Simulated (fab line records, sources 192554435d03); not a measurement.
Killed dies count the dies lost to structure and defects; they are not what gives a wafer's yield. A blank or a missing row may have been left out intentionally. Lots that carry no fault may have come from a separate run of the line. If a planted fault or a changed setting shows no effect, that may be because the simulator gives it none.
fab line records ; flow n5Finfet
record: lots: 7; wafers: 21
route steps=1938 shown BEOL_M6@1204 BEOL_M8@1371 BEOL_M9@1404 BEOL_M10@1473 BEOL_M11@1543
startH: hours from the record's opening day to when the first of the lot's shown wafers began ; waitH: hours since the lot's step before ; " repeats the value in the row above ; L1.1+2: a single row standing in for several wafers ; - either no value or no given start ; * or withheld: withheld ; < > ~ a bound
route shown NAME@n: names a module that has steps shown in the file, with the first one's number in the route ; usual: average and standard deviation across the fault-free wafers ; same: alike in all rows ; chamber/n: place in a boat ; sites: each site's reading ; _std_site: standard deviation across them ; _edge_site: mean of outer sites minus mean of inner sites ; radiusMm: for every site, how far away it sits from the centre of the wafer ; mask NAME#n: copy n ; behind: tool/chamber where the wafer was last shaped ; hold: what put the lot on hold/how long, in hours/how the hold closed ; device: the transistor (n, p or np) that didn't switch ; end of line: the same wafers' tests at the end of the route ; where a step has no rows: the recipe by itself ; killed: not the wafer's yield, but the dies lost to structure and defects at the first sort ; map: shows each die of a wafer: x if killed, . if not, _ if none is there
set.NAME: the setting as run; set.NAME@STEP: as run at that earlier step ; model.NAME: the simulator's own value behind a step, which no gauge read
one table per step and one row per wafer, for lots whose settings were changed on purpose
== steps ==
step: N5_BEOL_M6_EXPOSE_08
recipe: maskId: M6; na: 1.35; sourceShape: dipole; sigmaInner: 0.817; sigmaOuter: 0.97; polarization: te; doseMj: 68.25
lot.wafer;tool;chamber;startH;waitH;mask;set.doseMj
L080.4+5+6;arfiScanner-03;0;229.56;-;M6#0;68.25
L083.1+3;arfiScanner-03;0;240.11;-;M6#0;68.25
L083.4;arfiScanner-03;0;240.11;-;M6#0;69.72
L082.1+3+4;arfiScanner-02;0;250.01;-;M6#0;68.25
L085.1+2;arfiScanner-02;0;272.51;-;M6#0;73.26
L085.3;arfiScanner-02;0;272.51;-;M6#0;68.25
L087.3+4+6;arfiScanner-03;0;285.41;-;M6#0;68.25
L092.1+4+5;arfiScanner-01;0;297.86;-;M6#0;68.25
L093.1+4+6;arfiScanner-02;0;302.42;-;M6#0;68.25
step: N5_BEOL_M6_PEB_09
recipe: pebTempC: withheld; pebTimeS: 60; resist: CAR-ArF
step: N5_BEOL_M6_DEVELOP_10
recipe: developTimeS: 30; developer: TMAH; resist: CAR-ArF; rinseLiquid: diw; dry: airSpin; devTempC: 23
step: N5_BEOL_M6_CD_MEAS_11
recipe: targetCdNm: 38.5; landingEnergyEv: 500; detector: seInlens; polarity: opening
usual: cdNm: 38.5/0.4
lot.wafer;tool;chamber;startH;waitH;set.doseMj@BEOL_M6_EXPOSE_08;cdNm
L080.4;cdSem-02;0;229.67;-;68.25;38.1
L080.5;cdSem-02;0;229.67;-;68.25;37.8
L080.6;cdSem-02;0;229.67;-;68.25;37.9
L083.1;cdSem-03;0;240.25;-;68.25;37.9
L083.3;cdSem-03;0;240.25;-;68.25;38.2
L083.4;cdSem-03;0;240.25;-;69.72;38.3
L082.1;cdSem-03;0;250.14;-;68.25;38.2
L082.3;cdSem-03;0;250.14;-;68.25;37.6
L082.4;cdSem-03;0;250.14;-;68.25;38.0
L085.1;cdSem-03;0;272.64;-;73.26;41.3
L085.2;cdSem-03;0;272.64;-;73.26;41.6
L085.3;cdSem-03;0;272.64;-;68.25;38.5
L087.3;cdSem-01;0;285.53;-;68.25;38.5
L087.4;cdSem-01;0;285.53;-;68.25;39.0
L087.6;cdSem-01;0;285.53;-;68.25;38.5
L092.1;cdSem-01;0;297.99;-;68.25;39.1
L092.4;cdSem-01;0;297.99;-;68.25;38.6
L092.5;cdSem-01;0;297.99;-;68.25;38.6
L093.1;cdSem-02;0;302.55;-;68.25;38.3
L093.4;cdSem-02;0;302.55;-;68.25;38.1
L093.6;cdSem-02;0;302.55;-;68.25;38.0
step: N5_BEOL_M6_DESCUM_16
recipe: chemistry: O2; timeS: 7.9; sourcePowerW: 50; biasPowerW: 20; pressureMtorr: 20; rfFrequencyHz: 2.712e+07; tempC: 40; resist: CAR-ArF; o2FlowSccm: 225
step: N5_BEOL_M6_ETCH_61
recipe: chemistry: CF4; target: SiARC; targetDepthA: 455; maskMaterial: CAR-ArF; timeS: 75.8; ionEnergyEv: 80; pressureMtorr: 40; sourceW: 545; biasW: 36; Ar_flow_sccm: 100; cf4FlowSccm: 100; ends: cleared
lot.wafer;tool;chamber;startH;waitH;set.doseMj@BEOL_M6_EXPOSE_08;model.BEOL_M6.cdOffsetNm
L080.4+5;rieDiel-04;1;229.79;0.0;68.25;-0.6
L080.6;rieDiel-04;0;229.79;0.0;68.25;-0.4
L083.1;rieDiel-04;0;241.02;0.0;68.25;-0.8
L083.3;rieDiel-04;1;241.02;0.0;68.25;-0.6
L083.4;rieDiel-04;3;241.02;0.0;69.72;-0.6
L082.1;rieDiel-04;1;250.27;0.0;68.25;-0.4
L082.3;rieDiel-04;0;250.27;0.0;68.25;-1
L082.4;rieDiel-04;3;250.27;0.0;68.25;-0.8
L085.1;rieDiel-04;2;272.77;0.0;73.26;2.6
L085.2;rieDiel-04;3;272.77;0.0;73.26;3
L085.3;rieDiel-04;1;272.77;0.0;68.25;-0.2
L087.3;rieDiel-04;1;285.72;0.0;68.25;0
L087.4;rieDiel-04;2;285.72;0.0;68.25;0.4
L087.6;rieDiel-04;3;285.72;0.0;68.25;-0.2
L092.1;rieDiel-02;3;298.12;0.0;68.25;0.4
L092.4;rieDiel-02;3;298.12;0.0;68.25;0.2
L092.5;rieDiel-02;1;298.12;0.0;68.25;0.6
L093.1+6;rieDiel-04;3,1;302.68;0.0;68.25;0
L093.4;rieDiel-04;2;302.68;0.0;68.25;-0.6
step: N5_BEOL_M6_ETCH_62
recipe: chemistry: N2/H2; target: SOC; targetDepthA: 1100; overetchA: 220; maskMaterial: SiARC; tempC: 40; timeS: 165; ionEnergyEv: 200; pressureMtorr: 30; sourceW: 840; biasW: 150; n2FlowSccm: 200; h2FlowSccm: 200
lot.wafer;tool;chamber;startH;waitH;set.doseMj@BEOL_M6_EXPOSE_08;model.BEOL_M6.cdOffsetNm
L080.4+5+6;rieDiel-04;1,1,0;229.85;0.0;68.25;-0.4
L083.1;rieDiel-04;0;241.07;0.0;68.25;-1
L083.3;rieDiel-04;1;241.07;0.0;68.25;-0.4
L083.4;rieDiel-04;3;241.07;0.0;69.72;-0.6
L082.1;rieDiel-04;1;250.32;0.0;68.25;-0.4
L082.3;rieDiel-04;0;250.32;0.0;68.25;-1.2
L082.4;rieDiel-04;3;250.32;0.0;68.25;-1
L085.1;rieDiel-04;2;272.82;0.0;73.26;2.8
L085.2;rieDiel-04;3;272.82;0.0;73.26;2.6
L085.3;rieDiel-04;1;272.82;0.0;68.25;0
L087.3;rieDiel-04;1;285.78;0.0;68.25;0
L087.4;rieDiel-04;2;285.78;0.0;68.25;0.8
L087.6;rieDiel-04;3;285.78;0.0;68.25;-0.2
L092.1;rieDiel-02;3;298.17;0.0;68.25;0.2
L092.4;rieDiel-02;3;298.17;0.0;68.25;0
L092.5;rieDiel-02;1;298.17;0.0;68.25;0.4
L093.1;rieDiel-04;3;302.73;0.0;68.25;-0.2
L093.4;rieDiel-04;2;302.73;0.0;68.25;-0.4
L093.6;rieDiel-04;1;302.73;0.0;68.25;0
step: N5_BEOL_M8_ETCH_66
recipe: chemistry: N2/H2; target: SOC; targetDepthA: 800; overetchA: 160; maskMaterial: SiARC; tempC: 40; timeS: 120; ionEnergyEv: 200; pressureMtorr: 30; sourceW: 840; biasW: 150; n2FlowSccm: 200; h2FlowSccm: 200
usual: rfVppV: 524.8/2.3
lot.wafer;tool;chamber;startH;waitH;set.sourceW;rfVppV
L080.4;rieDiel-02;3;253.93;0.0;840;526.0
L080.5;rieDiel-02;0;253.93;0.0;840;525.0
L080.6;rieDiel-02;1;253.93;0.0;840;524.3
L083.1;rieDiel-01;2;261.08;0.0;701.3;559.4
L083.3;rieDiel-01;1;261.08;0.0;840;526.8
L083.4;rieDiel-01;2;261.08;0.0;840;525.6
L082.1;rieDiel-01;0;272.30;0.0;720.2;554.7
L082.3;rieDiel-01;3;272.30;0.0;840;521.0
L082.4;rieDiel-01;1;272.30;0.0;840;525.9
L085.1;rieDiel-02;3;288.12;0.0;840;526.3
L085.2;rieDiel-02;0;288.12;0.0;740;547.8
L085.3;rieDiel-02;1;288.12;0.0;840;523.6
L087.3;rieDiel-02;0;305.93;0.0;840;526.1
L087.4;rieDiel-02;1;305.93;0.0;840;522.2
L087.6;rieDiel-02;0;305.93;0.0;840;525.5
L092.1;rieDiel-02;3;316.22;0.0;840;527.6
L092.4;rieDiel-02;0;316.22;0.0;765.3;542.4
L092.5;rieDiel-02;1;316.22;0.0;840;523.2
L093.1;rieDiel-02;3;318.53;0.0;840;526.1
L093.4;rieDiel-02;2;318.53;0.0;840;523.5
L093.6;rieDiel-02;3;318.53;0.0;840;525.7
step: N5_BEOL_M9_PECVD_70
recipe: material: SiO2; targetThkA: 200; tempC: 400; precursor: TEOS/O2; pressureTorr: 5.5; rfW: 450; teosFlowSccm: 53.8; gas: O2; flowSccm: 3000; timeS: 22.7
lot.wafer;tool;chamber;startH;waitH;set.timeS;model.SiO2_of_BEOL_M9_PECVD_70.thkNm
L080.4+6;pecvd-02;0,2;258.54;0.1;22.7;20
L080.5;pecvd-02;1;258.54;0.1;22.7;19.6
L083.1+3;pecvd-01;2,1;266.14;0.0;22.7;20
L083.4;pecvd-01;2;266.14;0.0;22.7;20.2
L082.1+4;pecvd-03;2,0;276.36;0.0;22.7;19.8
L082.3;pecvd-03;1;276.36;0.0;22.7;19.4
L085.1+2;pecvd-03;1,0;293.17;0.0;22.7;19.8
L085.3;pecvd-03;0;293.17;0.0;19.76;17.8
L087.3;pecvd-03;1;309.40;0.0;22.7;20
L087.4;pecvd-03;0;309.40;0.0;22.7;20.4
L087.6;pecvd-03;2;309.40;0.0;25.61;22.6
L092.1;pecvd-03;2;320.30;0.0;22.7;19.4
L092.4;pecvd-03;0;320.30;0.0;24.91;21.6
L092.5;pecvd-03;1;320.30;0.0;22.7;19.8
L093.1+6;pecvd-01;0;322.56;0.0;22.7;19.8
L093.4;pecvd-01;1;322.56;0.0;20.14;18
step: N5_BEOL_M9_COAT_60
recipe: resist: SiARC; tempC: 220; timeS: 60; spinRpm: 1500; resistThkNm: 30
lot.wafer;tool;chamber;startH;waitH;set.spinRpm;model.SiARC_of_BEOL_M9_COAT_60.thkNm
L080.4+6;lithoTrack-03;0;-;-;1500;30
L080.5;lithoTrack-03;0;-;-;1500;30.2
L083.1+3;lithoTrack-04;0;-;-;1426;30.8
L083.4;lithoTrack-04;0;-;-;1426;31
L082.1+4;lithoTrack-04;0;-;-;1358;31.4
L082.3;lithoTrack-04;0;-;-;1500;30
L085.1+2+3;lithoTrack-04;0;-;-;1500;30.2
L087.3;lithoTrack-01;0;-;-;1500;30
L087.4;lithoTrack-01;0;-;-;1455;30.6
L087.6;lithoTrack-01;0;-;-;1455;30.4
L092.1+4+5;lithoTrack-04;0;-;-;1500;30.2
L093.1;lithoTrack-04;0;-;-;1500;30
L093.4+6;lithoTrack-04;0;-;-;1569;29.4
step: N5_BEOL_M9_COAT_05
recipe: resist: CAR-ArF; spinRpm: 1500; resistThkNm: 90
step: N5_BEOL_M9_EBR_07
recipe: solvent: PGMEA; ebrWidthMm: 1.5
step: N5_BEOL_M9_DESCUM_16
recipe: chemistry: O2; timeS: 7.9; sourcePowerW: 50; biasPowerW: 20; pressureMtorr: 20; rfFrequencyHz: 2.712e+07; tempC: 40; resist: CAR-ArF; o2FlowSccm: 225
step: N5_BEOL_M9_ETCH_61
recipe: chemistry: CF4; target: SiARC; targetDepthA: 390; maskMaterial: CAR-ArF; timeS: 65; ionEnergyEv: 80; pressureMtorr: 40; sourceW: 545; biasW: 36; Ar_flow_sccm: 100; cf4FlowSccm: 100; ends: cleared
lot.wafer;tool;chamber;startH;waitH;set.spinRpm@BEOL_M9_COAT_60;model.etch.depthNm;model.CAR-ArF_of_BEOL_M9_COAT_05.thkNm
L080.4;rieDiel-05;0;261.40;0.0;1500;30.05;55.8
L080.5;rieDiel-05;3;261.40;0.0;1500;30.19;55.8
L080.6;rieDiel-05;0;261.40;0.0;1500;30.02;55.8
L083.1;rieDiel-06;1;268.14;0.0;1426;30.8;54.6
L083.3;rieDiel-06;3;268.14;0.0;1426;30.83;54.6
L083.4;rieDiel-06;0;268.14;0.0;1426;30.92;54.6
L082.1;rieDiel-05;3;277.65;0.0;1358;31.49;54
L082.3;rieDiel-05;0;277.65;0.0;1500;29.97;55.6
L082.4;rieDiel-05;2;277.65;0.0;1358;31.44;54.2
L085.1;rieDiel-05;1;294.19;0.0;1500;30.17;55.8
L085.2;rieDiel-05;2;294.19;0.0;1500;30.17;56
L085.3;rieDiel-05;3;294.19;0.0;1500;30.16;55.8
L087.3;rieDiel-03;2;311.06;0.0;1500;29.99;55.2
L087.4;rieDiel-03;0;311.06;0.0;1455;30.61;54.8
L087.6;rieDiel-03;1;311.06;0.0;1455;30.44;54.8
L092.1;rieDiel-05;2;322.37;0.0;1500;30.19;55.2
L092.4;rieDiel-05;3;322.37;0.0;1500;30.21;55.6
L092.5;rieDiel-05;1;322.37;0.0;1500;30.13;55.6
L093.1;rieDiel-05;2;323.57;0.0;1500;30.04;55.8
L093.4;rieDiel-05;2;323.57;0.0;1569;29.38;56.6
L093.6;rieDiel-05;3;323.57;0.0;1569;29.43;56.6
step: N5_BEOL_M9_ETCH_62
recipe: chemistry: N2/H2; target: SOC; targetDepthA: 1100; overetchA: 220; maskMaterial: SiARC; tempC: 40; timeS: 165; ionEnergyEv: 200; pressureMtorr: 30; sourceW: 840; biasW: 150; n2FlowSccm: 200; h2FlowSccm: 200
lot.wafer;tool;chamber;startH;waitH;set.spinRpm@BEOL_M9_COAT_60;model.SiARC_of_BEOL_M9_COAT_60.thkNm
L080.4+5+6;rieDiel-05;0,3,0;261.45;0.0;1500;23.8
L083.1+3;rieDiel-06;1,3;268.19;0.0;1426;24.2
L083.4;rieDiel-06;0;268.19;0.0;1426;24.6
L082.1;rieDiel-05;3;277.70;0.0;1358;25
L082.3;rieDiel-05;0;277.70;0.0;1500;23.6
L082.4;rieDiel-05;2;277.70;0.0;1358;24.8
L085.1+2+3;rieDiel-05;1,2,3;294.24;0.0;1500;23.6
L087.3;rieDiel-03;2;311.11;0.0;1500;23.6
L087.4+6;rieDiel-03;0,1;311.11;0.0;1455;24
L092.1+5;rieDiel-05;2,1;322.42;0.0;1500;23.6
L092.4;rieDiel-05;3;322.42;0.0;1500;23.8
L093.1;rieDiel-05;2;323.62;0.0;1500;23.4
L093.4;rieDiel-05;2;323.62;0.0;1569;22.8
L093.6;rieDiel-05;3;323.62;0.0;1569;23
step: N5_BEOL_M10_PECVD_70
recipe: material: SiO2; targetThkA: 200; tempC: 400; precursor: TEOS/O2; pressureTorr: 5.5; rfW: 450; teosFlowSccm: 53.8; gas: O2; flowSccm: 3000; timeS: 22.7
lot.wafer;tool;chamber;startH;waitH;set.timeS;model.SiO2_of_BEOL_M10_PECVD_70.thkNm
L080.4;pecvd-04;0;268.54;0.1;22.7;20.2
L080.5+6;pecvd-04;1,2;268.54;0.1;22.7;20
L083.1+3;pecvd-02;0,1;275.14;0.0;22.7;20
L083.4;pecvd-02;0;275.14;0.0;22.7;20.2
L082.1;pecvd-03;0;283.30;0.0;22.7;20
L082.3;pecvd-03;1;283.30;0.0;21.29;18.8
L082.4;pecvd-03;1;283.30;0.0;22.7;20.2
L085.1;pecvd-04;1;300.72;0.0;22.7;20
L085.2;pecvd-04;2;300.72;0.0;24.73;21.6
L085.3;pecvd-04;0;300.72;0.0;24.73;21.4
L087.3;pecvd-03;2;316.02;0.0;22.7;19.6
L087.4;pecvd-03;1;316.02;0.0;22.7;19.8
L087.6;pecvd-03;2;316.02;0.0;22.7;20.2
L092.1;pecvd-04;1;327.70;0.0;22.7;19.6
L092.4+5;pecvd-04;2,1;327.70;0.0;22.7;20
L093.1;pecvd-04;2;328.58;0.0;22.7;20
L093.4;pecvd-04;1;328.58;0.0;22.7;20.4
L093.6;pecvd-04;1;328.58;0.0;22.7;20.6
step: N5_BEOL_M11_COAT_05
recipe: resist: CAR-ArF; spinRpm: 1500; resistThkNm: 90
lot.wafer;tool;chamber;startH;waitH;set.spinRpm;model.CAR-ArF_of_BEOL_M11_COAT_05.thkNm
L080.4;lithoTrack-03;0;-;-;1500;90.2
L080.5;lithoTrack-03;0;-;-;1500;90
L080.6;lithoTrack-03;0;-;-;1500;90.4
L083.1;lithoTrack-01;0;-;-;1500;90.4
L083.3;lithoTrack-01;0;-;-;1500;90
L083.4;lithoTrack-01;0;-;-;1386;93.8
L082.1;lithoTrack-02;0;-;-;1500;90
L082.3+4;lithoTrack-02;0;-;-;1348;95
L085.1;lithoTrack-02;0;-;-;1500;89.8
L085.2+3;lithoTrack-02;0;-;-;1567;87.8
L087.3+4;lithoTrack-01;0;-;-;1500;90.4
L087.6;lithoTrack-01;0;-;-;1500;90.6
L092.1;lithoTrack-02;0;-;-;1500;90.6
L092.4+5;lithoTrack-02;0;-;-;1500;90.4
L093.1+4;lithoTrack-03;0;-;-;1500;90.8
L093.6;lithoTrack-03;0;-;-;1352;95.8
== key ==
split: step: N5_BEOL_M6_EXPOSE_08; setting: doseMj; stated: 68.25; by: wafer
response: step: N5_BEOL_M6_CD_MEAS_11; reading: cdNm; change: +0.382; per: 1%; r: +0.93
response: step: N5_BEOL_M6_ETCH_61; reading: model.BEOL_M6.cdOffsetNm; change: +0.38; per: 1%; r: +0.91
response: step: N5_BEOL_M6_ETCH_62; reading: model.BEOL_M6.cdOffsetNm; change: +0.342; per: 1%; r: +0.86
split: step: N5_BEOL_M8_ETCH_66; setting: sourceW; stated: 840; by: wafer
response: step: N5_BEOL_M8_ETCH_66; reading: rfVppV; change: -2.03; per: 1%; r: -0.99
split: step: N5_BEOL_M9_PECVD_70; setting: timeS; stated: 22.7; by: wafer
response: step: N5_BEOL_M9_PECVD_70; reading: model.SiO2_of_BEOL_M9_PECVD_70.thkNm; change: +0.174; per: 1%; r: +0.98
split: step: N5_BEOL_M9_COAT_60; setting: spinRpm; stated: 1500; by: wafer
response: step: N5_BEOL_M9_COAT_60; reading: model.SiARC_of_BEOL_M9_COAT_60.thkNm; change: -0.146; per: 1%; r: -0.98
response: step: N5_BEOL_M9_ETCH_61; reading: model.etch.depthNm; change: -0.156; per: 1%; r: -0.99
response: step: N5_BEOL_M9_ETCH_61; reading: model.CAR-ArF_of_BEOL_M9_COAT_05.thkNm; change: +0.159; per: 1%; r: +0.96
response: step: N5_BEOL_M9_ETCH_62; reading: model.SiARC_of_BEOL_M9_COAT_60.thkNm; change: -0.132; per: 1%; r: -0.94
split: step: N5_BEOL_M10_PECVD_70; setting: timeS; stated: 22.7; by: wafer
response: step: N5_BEOL_M10_PECVD_70; reading: model.SiO2_of_BEOL_M10_PECVD_70.thkNm; change: +0.181; per: 1%; r: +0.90
split: step: N5_BEOL_M11_COAT_05; setting: spinRpm; stated: 1500; by: wafer
response: step: N5_BEOL_M11_COAT_05; reading: model.CAR-ArF_of_BEOL_M11_COAT_05.thkNm; change: -0.491; per: 1%; r: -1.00
